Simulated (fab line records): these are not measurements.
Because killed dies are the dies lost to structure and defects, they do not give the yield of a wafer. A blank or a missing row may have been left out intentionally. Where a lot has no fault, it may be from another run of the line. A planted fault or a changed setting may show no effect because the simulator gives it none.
Code-filled problem report in 8D (eight disciplines) form -- flow n5 finfet -- the parts of the form that need people (team, actions taken, sign-off) are left out

== 1. THE ISSUE ==
Mean of run length s at N5_MOL_CONTACT_COAG_ALD_27: 3248.4 s across 2 wafers in 2 lots; on wafers with no fault it is 2769.9 s (standard deviation 0.56). So: +99 or more standard deviations from the usual mean.
The step: deposits SiOC, target thk 17 nm, pulse time 1.5 s, time 2720 s.
First seen on wafer L851.5, day 8 04:40, on ald sin-04. Wafers with a number at this step in the record: 26, from 10 lots. Rule for "out" (also "out of limits"): further than 4 standard deviations from the usual mean. The other wafers with a number count as sound.

== 2. WHAT IT IS; WHAT IT IS NOT ==
question,is,is not
which readings at this step,run length s,"heater power w, precursor pulse height rel"
which lots,"L851, L852","L841, L843, L844, L845, L855, L857, L858, L860"
which wafers of those lots,"L851.5, L852.1","L851.2, L851.4, L852.2, L852.3"
read on which tools,ald sin-04,"ald sin-02, ald sin-03"
when,from day 8 04:40,"up to then (11 sound wafers); but 13 sound wafers of L852, L855, L857, L858, L860 came after"

== 3. THE SUSPECTS, EACH WITH WHAT RULES IT OUT ==
Counting: any tool at a process step up to the reading remains a suspect provided it ran every lot that is out. Sound lots after the first of them don't rule it out here, since some wafers of a struck lot are sound.
- cmp-02 at N5_MOL_CONTACT_COAG_CMP_23 (polishes, stops on SiO2, t overpolish 1.5 s, target thk 0 nm): kept. It ran every lot that is out, first L851 (day 8 03:48).
- ald sin-04 at N5_MOL_CONTACT_COAG_ALD_27 (deposits SiOC, target thk 17 nm, pulse time 1.5 s, time 2720 s): kept. It ran every lot that is out, first L851 (day 8 04:40); its last sound lot up to then is L844 (day 6 15:46). Its own readings are out on those wafers: run length s.
- Within ald sin-04 at N5_MOL_CONTACT_COAG_ALD_27: the wafers that are out ran in chamber 2; their sound lot-mates ran in chambers 0, 1, 3.
The count leaves ald sin-04 at N5_MOL_CONTACT_COAG_ALD_27 and cmp-02 at N5_MOL_CONTACT_COAG_CMP_23.

== 4. THE CAUSE (what the simulator had put in) ==
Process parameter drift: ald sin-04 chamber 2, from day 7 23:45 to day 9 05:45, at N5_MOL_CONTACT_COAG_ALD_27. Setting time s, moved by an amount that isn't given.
Counting left 2 suspects, and this tool is among them.

== 5. THE EFFECT CHAIN, in route order ==
One row per reading whose mean, taken over the struck wafers that have a number, lies over 3 standard deviations from the usual. Readings are gone through only where the record gives a usual standard deviation; hours: the median, over the lots, of the time from a lot's start at the first step in this table giving one to that lot's start at this step; sigmas: the change measured in usual standard deviations.
hours,step,reading,usual,on struck wafers,change,sigmas
0,N5_MOL_CONTACT_COAG_ALD_27,run length s,2769.9 s,3248.4,+478.5,+99 or more
It contains these process steps:
- N5_MOL_CONTACT_COAG_ALD_27: deposits SiOC, target thk 17 nm, pulse time 1.5 s, time 2720 s.
Later measuring or inspecting steps at which every struck wafer that the step has a row for has a number for every such reading, and none has moved that far: N5_MOL_CONTACT_COAG_OVL_MEAS_85, N5_BEOL_M4_RC_MEAS_101.

== 6. HOW IT WOULD HAVE BEEN CAUGHT EARLIER ==
In this record no reading fell out of limits until day 8 04:40, 5 hours after the fault had begun at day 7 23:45.
